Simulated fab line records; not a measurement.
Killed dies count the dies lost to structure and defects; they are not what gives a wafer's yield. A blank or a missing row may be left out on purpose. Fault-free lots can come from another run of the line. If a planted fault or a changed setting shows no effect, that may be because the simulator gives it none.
A struck lot beside a sound one | flow n5-finfet | 39 steps out of a route of 1938
Sound: wafers L408.2, L408.3, L408.4. The struck wafers were L402.2, L402.4, L402.5. The cause is named last.
Per side, at each step with rows, come the tool, then ch with its chambers, and then its first start. Under that, the readings that differ: sound wafers | struck wafers | difference of the means | sigmas: that difference in standard deviations of wafers without a fault.
alike: readings whose means differ by less than 2 such deviations, and words and numbers that are the same on both sides. not compared: withheld readings, readings that some wafer has no value for, bounds like >300 that may hide the same value, and numbers for which the record gives no deviation and whose values overlap.
The two part at a step that has a row with sigmas, a row that says differs or no value, or rows on one side only. When numbers do not overlap yet have no deviation, they are printed without sigmas and do not part them. Lack of a reading on every wafer of one side parts them only where that side has two or more wafers.

first, 11 steps without rows for these wafers: N5_FIN_CUT_STRIP_31 (strips in N2/H2); N5_FIN_CUT_STRIP_24 (strips in CF4); N5_FIN_CUT_CUT_ETCH_26 (etches SiNx in CH3F/O2, target depth 39 nm, time 55.7 s); N5_FIN_CUT_CUT_ETCH_27 (etches SiO2 in CHF3/O2, target depth 4 nm, overetch 2 nm, time 4.9 s); N5_FIN_CUT_PRECLEAN_35 (cleans in vHF, time 13.3 s); N5_FIN_CUT_CUT_ETCH_15 (etches Si in HBr/Cl2/O2, target depth 100 nm, bt time 10 s, time 42.4 s); N5_FIN_CUT_CUT_ETCH_28 (etches Si in HBr/Cl2/O2, target depth 6 nm, time 2.4 s); N5_FIN_CUT_STRIP_22 (strips in N2/H2); N5_FIN_CUT_PRECLEAN_36 (cleans in O3/DIW, time 60 s); N5_FIN_CUT_SRD_32 (time 30 s); N5_FIN_CUT_UV_OZONE_34 (time 120 s).
N5_STI_FIN_REVEAL_ALD_00: deposits SiO2, target thk 1 nm, pulse time 1 s.
  sound on ald-sin-02 ch 0,2,3, day 5 12:17; struck on ald-sin-04 ch 0,2,3, day 3 22:46
  no value came back on the struck wafers for chamber-pressure-Torr (Torr), heater-power-outer-w (W), heater-power-w (W), precursor-pulse-height-rel; on the sound wafers chamber-pressure-Torr (Torr) reads 1.995 2.003 1.996
then, 25 steps without rows for these wafers: N5_STI_FIN_REVEAL_ALD_14 (deposits Si3N4, target thk 3 nm); N5_STI_FIN_REVEAL_FCVD_FILL_01 (material SiO2 flowable, target thk 312 nm, time 512.2 s); N5_STI_FIN_REVEAL_DENSIFY_02 (time 1800 s); N5_STI_FIN_REVEAL_CMP_04 (polishes, stops on Si3N4, t overpolish 4 s, target thk 131.83 nm); N5_STI_FIN_REVEAL_DENSIFY_30; N5_STI_FIN_REVEAL_ETCHBACK_08 (etches SiO2 in C4F6/O2, target depth 30.5 nm, time 10.167 s); N5_STI_FIN_REVEAL_STRIP_24 (strips in N2/H2, time 90 s); N5_STI_FIN_REVEAL_PRECLEAN_25 (cleans in SPM, time 90 s); N5_STI_FIN_REVEAL_PRECLEAN_26 (cleans in SC1, time 45 s); N5_STI_FIN_REVEAL_PRECLEAN_29 (cleans in DHF, time 30 s); N5_STI_FIN_REVEAL_SRD_12 (time 30 s); N5_STI_FIN_REVEAL_RECESS_09 (chemistry HF/NH3, target SiO2, afs cycles 11, target depth 42.5 nm, sublimation time 60 s); N5_STI_FIN_REVEAL_STRIP_16 (strips SiNx in H3PO4, target depth 23.8 nm); N5_STI_FIN_REVEAL_PRECLEAN_17 (cleans in NF3:NH3, afs cycles 1, time 20 s, sublimation time 60 s); N5_STI_FIN_REVEAL_ETCH_34 (etches Si in H2, material Si, target depth 0.97 nm); N5_STI_FIN_REVEAL_OXIDATION_31 (chemistry O2 PLASMA REMOTE, time 20 s); N5_STI_FIN_REVEAL_PRECLEAN_32 (cleans in NF3:NH3, afs cycles 1, time 20 s, sublimation time 60 s); N5_STI_FIN_REVEAL_STRIP_35 (strips Si3N4 in H3PO4, target depth 4 nm, time 39 s); N5_STI_FIN_REVEAL_SRD_21 (time 30 s); N5_STI_FIN_REVEAL_OXIDATION_33 (chemistry O2 PLASMA REMOTE, time 20 s); N5_STI_FIN_REVEAL_CLEAN_19 (cleans in O3/DIW, time 120 s); N5_STI_FIN_REVEAL_SRD_23 (time 30 s); N5_STI_FIN_REVEAL_PRECLEAN_18 (cleans in SC2, time 45 s); N5_STI_FIN_REVEAL_SRD_28 (time 30 s); N5_DUMMY_GATE_PRECLEAN_00 (cleans in O3/DIW, time 60 s).
-- the record jumps here: 7 days lie between the struck wafers' starts before and after (it left off in module DUMMY_GATE and takes up again in module BEOL_M4, whose first step shown is number 1111 of the route) --
N5_BEOL_M4_RC_MEAS_101:
  sound on prober-02 ch 0, day 12 11:02; struck on prober-02 ch 0, day 11 00:14
  reading       | sound          | struck         | difference | sigmas
  DIBL_P (mV/V) | 33.3 33.3 33.2 | 36.1 37.5 36.2 | +3.3       | +2
  alike: DIBL_N, IOFF_N, IOFF_P, ION_N, ION_P, SS_N, SS_P, VT_N, VT_P
-- here the record skips 5 days between the struck wafers' starts before and after, leaving off in module BEOL_M4 and picking up in module PASSIVATION (first step shown: number 1936 of the route) --
N5_PASSIVATION_PROBE_49:
  sound: prober-02 at day 17 06:49; struck: prober-02 at day 15 19:58
  reading                  | sound          | struck         | difference | sigmas
  defect-limited-yield (%) | 88.5 90.8 90.5 | 81.6 76.4 78.9 | -11.0      | -7
  killed-at-front-end      | 43 33 38       | 154 190 166    | +132       | +12
  killed-dies              | 136 108 112    | 217 279 249    | +130       | +8
  killed-on-rim            | 14 10 14       | 59 74 69       | +55        | +13
  sort_bin_5_function (%)  | 7.0 6.1 5.3    | 15.2 18.3 17.0 | +10.7      | +11
  sort-n-pass              | 1044 1072 1068 | 963 901 931    | -130       | -8
  sort-yield-pct (%)       | 88.5 90.8 90.5 | 81.6 76.4 78.9 | -11.0      | -7
  alike: killed_at_M0_to_M3, killed_at_M4_up, killed-at-contacts, killed-at-other, killed-open, killed-short, sort_bin_6_memory

== WHERE THEY PART ==
Last at N5_PASSIVATION_PROBE_49 as far as this record goes, first at N5_STI_FIN_REVEAL_ALD_00.

WHY: what the simulator had put in
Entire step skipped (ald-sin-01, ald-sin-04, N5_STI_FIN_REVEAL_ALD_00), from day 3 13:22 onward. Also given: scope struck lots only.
